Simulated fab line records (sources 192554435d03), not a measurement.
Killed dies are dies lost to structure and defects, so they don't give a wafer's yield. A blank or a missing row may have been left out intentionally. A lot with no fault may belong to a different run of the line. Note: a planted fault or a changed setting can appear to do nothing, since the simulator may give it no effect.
Matching of chambers || flow n5_finfet || N5_BEOL_M2_VIA_ETCH_34 on rie_diel-01: 4 sister chambers
The step etches the open film in C4F6/O2, target depth 69.4 nm, time 65.9 s. 4 wafers are shown with their chamber, then 9 later ones without.

== WAFERS PAIRED WITH THEIR CHAMBERS ==
{"wafer": "L088.1", "chamber": 3, "throttle_valve_pct (%)": 30.84}
{"wafer": "L089.2", "chamber": 0, "throttle_valve_pct (%)": 30.38}
{"wafer": "L089.4", "chamber": 2, "throttle_valve_pct (%)": 30.78}
{"wafer": "L089.6", "chamber": 1, "throttle_valve_pct (%)": 30.56}

== WAFERS WHOSE CHAMBER IS MISSING ==
{"wafer": "L090.2", "throttle_valve_pct (%)": 30.79}
{"wafer": "L090.3", "throttle_valve_pct (%)": 30.37}
{"wafer": "L090.6", "throttle_valve_pct (%)": 30.85}
{"wafer": "L092.2", "throttle_valve_pct (%)": 30.85}
{"wafer": "L092.4", "throttle_valve_pct (%)": 30.59}
{"wafer": "L092.5", "throttle_valve_pct (%)": 30.78}
{"wafer": "L093.2", "throttle_valve_pct (%)": 30.57}
{"wafer": "L093.3", "throttle_valve_pct (%)": 30.38}
{"wafer": "L093.5", "throttle_valve_pct (%)": 30.78}

== WHICH CHAMBER EACH WENT THROUGH ==
{"wafer": "L090.2", "from the rows above": 2, "in truth": 2}
{"wafer": "L090.3", "from the rows above": 0, "in truth": 0}
{"wafer": "L090.6", "from the rows above": 3, "in truth": 3}
{"wafer": "L092.2", "from the rows above": 3, "in truth": 3}
{"wafer": "L092.4", "from the rows above": 1, "in truth": 1}
{"wafer": "L092.5", "from the rows above": 2, "in truth": 2}
{"wafer": "L093.2", "from the rows above": 1, "in truth": 1}
{"wafer": "L093.3", "from the rows above": 0, "in truth": 0}
{"wafer": "L093.5", "from the rows above": 2, "in truth": 2}
Correctly placed: 9 of 9. Can't be placed from these rows: 0. Wrongly placed: 0.
How it was worked out, from the rows above alone: a wafer's distance from a chamber is the root of the sum, over the readings, of the square of ((its reading less the chamber's mean) divided by the reading's scatter). If the next closest chamber is less than 2 further off than the closest, the wafer can't be placed; otherwise it belongs to the closest. The mean given for a chamber averages the wafers shown for that chamber. The scatter (one wafer shown for each chamber): square how far every hidden wafer sits from the nearest shown wafer, average those squares and take the square root.
